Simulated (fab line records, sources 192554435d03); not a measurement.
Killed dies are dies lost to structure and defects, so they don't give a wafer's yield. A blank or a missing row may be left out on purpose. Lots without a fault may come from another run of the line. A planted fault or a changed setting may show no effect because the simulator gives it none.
fab line records | flow n5_finfet
record lots=6 wafers=17 last_day=17
route steps=1938 shown START@1 ZERO_LAYER@2 BEOL_M4@1111
lots that met no fault: from a run of the same line without faults
start_h: hours from the record's first day to the start of the lot's first wafer shown | wait_h: hours since the lot's step before | " the same as in the row above | L1.1+2: a row that stands for several wafers | - no value, or no start given | * or withheld: withheld | < > ~ a bound
route shown NAME@n: a module of which the file shows steps, and the number in the route of the first | usual: mean/standard deviation of fault-free wafers | same: alike in all rows | chamber/n: place in a boat | sites: the reading at each site | _std_site: their standard deviation | _edge_site: outer sites' mean less inner sites' | radius_mm: how far each site lies from the wafer's centre | mask NAME#n: copy n | behind: the tool/chamber that last shaped the wafer | hold: why the lot was held/for how many hours/how that ended | device: the transistor (n, p or np) that didn't switch | end of line: the same wafers' tests at the end of the route | a step without rows: its recipe alone | killed: dies lost to structure and defects at the first sort, not the wafer's yield | map: a wafer's dies, x killed, . not, _ none there
set.NAME: the setting as run; set.NAME@STEP: as run at that earlier step | model.NAME: the simulator's own value behind a step, which no gauge read
lots at some steps of the route; a table a step, a row a wafer
services: from which hour (start_h, from the record's first day; less than 0 if before it) a tool's chamber was out of use, for how many hours, and why
## steps
# step N5_START_INSPECT_01
# recipe inspect_instrument=unpatterned_scan mode=incoming
# usual raw_defect_count=5.8/2.4
# columns lot.wafer tool chamber start_h wait_h raw_defect_count
L823.2 defect_inspect-01 - 18.03 - 9
L823.4 " - " " 5
L823.6 " - " " 5
L824.2 defect_inspect-01 - 24.03 - 3
L824.3 " - " " 6
L824.5 " - " " 5
L826.3 defect_inspect-01 - 36.03 - 3
L826.5 " - " " 5
L826.6 " - " " 8
L827.3 defect_inspect-01 - 42.03 - 8
L827.6 " - " " 7
L840.3 defect_inspect-02 - 120.03 - 8
L840.4 " - " " 2
L840.6 " - " " 5
L845.2 defect_inspect-02 - 150.03 - 7
L845.4 " - " " 3
L845.6 " - " " 1
# step N5_ZERO_LAYER_PRECLEAN_00
# recipe chemistry=SPM time_s=600 temp_c=120 mix=4:1
# step N5_ZERO_LAYER_SRD_01
# recipe time_s=30 temp_c=23 rinse_liquid=diw dry=n2_spin spin_rpm=1500 dry_time_s=30
# step N5_ZERO_LAYER_PECVD_02
# recipe material=SiO2 target_thk_a=100 temp_c=400 precursor=SiH4/N2O pressure_torr=0.75 rf_w=275 time_s=6
# usual heater_power_outer_w=468/56 heater_power_w=761/67 showerhead_plenum_p_Torr=8.15/0.098
# columns lot.wafer tool chamber start_h wait_h heater_power_outer_w heater_power_w showerhead_plenum_p_Torr
L823.2 pecvd-01 0 18.28 0.0 455 789 8.03
L823.4 " 0 " " 472 787 8.05
L823.6 " 1 " " 603 882 8.21
L824.2 pecvd-01 2 24.28 0.0 452 746 8.23
L824.3 " 0 " " 452 768 8.03
L824.5 " 0 " " 442 759 8.04
L826.3 pecvd-03 0 36.28 0.0 455 776 8.02
L826.5 " 1 " " 514 778 8.27
L826.6 " 2 " " 445 794 8.26
L827.3 pecvd-01 1 42.29 0.0 522 784 8.22
L827.6 " 2 " " 480 823 8.25
L840.3 pecvd-04 2 120.28 0.0 458 749 8.12
L840.4 " 2 " " 462 760 8.11
L840.6 " 0 " " 436 672 8.08
L845.2 pecvd-04 0 150.47 0.0 445 704 8.07
L845.4 " 0 " " 439 667 8.06
L845.6 " 2 " " 373 625 8.10
# step N5_ZERO_LAYER_HMDS_04
# recipe time_s=60 temp_c=120
# step N5_ZERO_LAYER_COAT_05
# recipe spin_rpm=1500 resist_thk_nm=1000
# step N5_ZERO_LAYER_EBR_07
# recipe solvent=PGMEA ebr_width_mm=1.5
# step N5_ZERO_LAYER_SOFTBAKE_06
# recipe temp_c=100 time_s=90
# step N5_ZERO_LAYER_EXPOSE_08
# recipe mask_id=ZERO na=0.55 source_shape=conventional sigma_outer=0.8 polarization=unpolarized defocus_nm=0 target_cd_nm=2000 dose_mj=16.2
# step N5_ZERO_LAYER_PEB_09
# recipe peb_temp_c=withheld peb_time_s=*
# columns lot.wafer tool chamber start_h wait_h
L823.2+4+6 litho_track-02 0 18.52 0.0
L824.2+3+5 litho_track-02 0 24.52 0.0
L826.3+5+6 litho_track-02 0 36.52 0.0
L827.3+6 litho_track-02 0 42.53 0.0
L840.3+4+6 litho_track-03 0 120.65 0.0
L845.2+4+6 litho_track-03 0 150.71 0.0
# step N5_ZERO_LAYER_DEVELOP_10
# recipe develop_time_s=60 rinse_liquid=diw dry=air_spin dev_temp_c=21
# step N5_ZERO_LAYER_HARDBAKE_23
# recipe temp_c=130 time_s=120
# step N5_ZERO_LAYER_CD_MEAS_11
# recipe target_cd_nm=2000 landing_energy_ev=500 detector=se_inlens
# usual cd_nm=1999.7/1.9
# columns lot.wafer tool chamber start_h wait_h cd_nm
L823.2 cd_sem-03 0 18.64 - 1997.8
L823.4 " 0 " " 1999.6
L823.6 " 0 " " 1997.8
L824.2 cd_sem-02 0 24.64 - 1999.1
L824.3 " 0 " " 1997.4
L824.5 " 0 " " 2002.4
L826.3 cd_sem-02 0 36.64 - 1993.4
L826.5 " 0 " " 1997.9
L826.6 " 0 " " 2000.4
L827.3 cd_sem-03 0 42.65 - 1991.3
L827.6 " 0 " " 1999.9
L840.3 cd_sem-01 0 120.77 - 2004.0
L840.4 " 0 " " 1998.3
L840.6 " 0 " " 2002.8
L845.2 cd_sem-01 0 150.83 - 2000.5
L845.4 " 0 " " 1999.1
L845.6 " 0 " " 2001.1
# step N5_ZERO_LAYER_DESCUM_16
# recipe chemistry=O2 time_s=7.9 source_power_w=50 bias_power_w=20 pressure_mtorr=20 rf_frequency_hz=2.712e+07 temp_c=40 o2_flow_sccm=225
# usual drypump_motor_current_A=5.7/0.44 o2_flow_sccm=225.1/0.69 oes_product_au=0.77/0.066 rf_vpp_V=243.1/1.3 showerhead_plenum_p_Torr=2.09/0.06 throttle_valve_pct=20.43/0.15
# columns lot.wafer tool chamber start_h wait_h drypump_motor_current_A o2_flow_sccm oes_product_au rf_hours_counter_h rf_vpp_V showerhead_plenum_p_Torr throttle_valve_pct
L823.2 rie_diel-05 0 18.68 0.0 6.1 226.1 0.91 17 244.5 2.14 20.46
L823.4 " 0 " " 6.1 226.2 0.91 - 243.9 2.14 20.47
L823.6 " 3 " " 6.1 225.6 0.85 - 241.7 2.06 20.39
L824.2 rie_diel-04 0 24.68 0.0 5.2 224.5 0.76 139 241.3 2.00 20.35
L824.3 " 2 " " 6.2 225.6 0.78 107 243.8 2.11 20.56
L824.5 " 3 " " 5.3 225.2 0.72 - 243.6 2.09 20.25
L826.3 rie_diel-05 3 36.68 0.0 6.1 225.7 0.84 52 242.1 2.05 20.39
L826.5 " 2 " " 5.3 224.1 0.75 - 243.7 2.19 20.25
L826.6 " 1 " " 6.3 225.3 0.70 - 246.1 2.18 20.39
L827.3 rie_diel-02 0 42.77 0.1 5.8 224.2 0.77 164 242.6 2.09 20.55
L827.6 " 0 " " 5.8 223.7 0.77 - 242.2 2.09 20.57
L840.3 rie_diel-04 2 120.91 0.1 6.2 224.8 0.76 144 245.5 2.09 20.62
L840.4 " 3 " " 5.3 224.2 0.69 231 243.0 2.08 20.30
L840.6 " 0 " " 5.2 224.0 0.73 - 241.9 1.99 20.42
L845.2 rie_diel-04 2 150.97 0.1 6.2 224.3 0.75 152 243.9 2.09 20.65
L845.4 " 1 " " 5.2 224.4 0.90 - 244.9 2.14 20.44
L845.6 " 3 " " 5.3 224.8 0.69 - 242.2 2.08 20.31
# step N5_BEOL_M4_RC_MEAS_101
# usual DIBL_N=36.3/1.7 DIBL_P=36.5/1.8 IOFF_N=0.16/0.033 IOFF_P=0.21/0.037 ION_N=675/11 ION_P=462/7.9 SS_N=71.6/0.64 SS_P=73.3/0.68 VT_N=249/3.3 VT_P=-250/3.3
# columns lot.wafer tool chamber start_h wait_h DIBL_N[mV/V] DIBL_P[mV/V] IOFF_N[nA/um] IOFF_P[nA/um] ION_N[uA/um] ION_P[uA/um] SS_N[mV/dec] SS_P[mV/dec] VT_N[mV] VT_P[mV]
L824.2 prober-01 0 175.55 0.2 35.6 35.6 0.13 0.20 666 458 71.0 73.5 254 -250
L824.3 " 0 " " 35.3 35.5 0.13 0.20 659 456 70.8 73.4 255 -252
L824.5 " 0 " " 35.4 35.7 0.13 0.20 668 459 70.8 73.3 253 -251
L823.2 prober-02 0 179.71 0.2 36.0 36.0 0.17 0.24 697 478 71.6 73.3 248 -249
L823.4 " 0 " " 35.7 36.2 0.16 0.24 670 467 71.5 73.4 251 -248
L823.6 " 0 " " 34.0 33.7 0.13 0.19 667 461 72.1 72.2 249 -250
L826.3 prober-01 0 183.02 0.3 38.1 37.8 0.19 0.26 684 467 71.9 73.3 245 -249
L826.5 " 0 " " 38.4 38.6 0.19 0.27 680 468 72.2 74.1 247 -247
L826.6 " 0 " " 36.8 36.7 0.16 0.23 675 463 70.9 73.6 250 -248
L827.3 prober-02 0 183.16 0.3 34.9 35.6 0.13 0.20 673 467 70.7 72.6 251 -252
L827.6 " 0 " " 35.4 36.7 0.15 0.23 685 473 71.4 73.5 251 -248
L840.3 prober-02 0 270.60 0.3 35.3 37.0 0.18 0.20 682 466 71.7 73.1 244 -251
L840.4 " 0 " " 37.3 39.7 0.21 0.24 679 456 71.7 73.4 247 -249
L840.6 " 0 " " 36.0 37.4 0.18 0.21 665 454 71.7 74.5 246 -249
L845.2 prober-01 0 298.25 0.2 32.8 33.7 0.12 0.16 669 457 70.7 73.0 256 -253
L845.4 " 0 " " 34.1 35.2 0.14 0.18 660 457 71.2 72.9 252 -253
L845.6 " 0 " " 35.7 36.5 0.15 0.19 671 453 71.1 73.8 251 -254
## services
# columns tool chamber start_h hours kind
pecvd-01 0 2.15 5.4 repair
rie_diel-04 1 3.07 86.5 repair
pecvd-04 1 7.34 6.9 repair
pecvd-03 0 10.49 3.3 repair
rie_diel-04 3 11.12 5.8 repair
rie_diel-05 2 11.22 13.7 repair
rie_diel-05 1 20.85 5.0 repair
pecvd-01 2 27.75 3.1 repair
rie_diel-05 0 35.38 14.7 repair
rie_diel-02 - 50.71 2.8 repair
pecvd-03 - 62.01 2.6 repair
pecvd-01 - 64.75 1.1 repair
pecvd-04 0 69.27 4.5 repair
rie_diel-05 1 75.65 12.2 repair
pecvd-01 - 87.63 2.8 pm
pecvd-01 2 92.25 19.5 repair
rie_diel-04 3 102.34 4.6 repair
pecvd-01 0 103.81 5.3 repair
rie_diel-02 2 104.30 10.3 repair
rie_diel-05 3 106.16 6.8 repair
rie_diel-05 1 139.32 17.3 repair
pecvd-03 - 141.25 0.5 repair
rie_diel-02 3 143.02 4.5 repair
rie_diel-04 0 150.47 3.8 repair
## key
first_sign step=N5_ZERO_LAYER_CD_MEAS_11 reading=cd_nm direction=down sigmas=3.8 usual=1999.7 struck=1992.3
effect none on later readings
met_at N5_ZERO_LAYER_PEB_09
struck_wafers L826.3,L827.3
onset_between 24.52 36.52
fault kind=process_parameter_drift tool=litho_track-02 chamber=- onset_h=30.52 steps=N5_ZERO_LAYER_PEB_09 channel=peb_time_s offset=* shape=step end_h=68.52 scope=struck_wafers_only acts_in=* stated=*
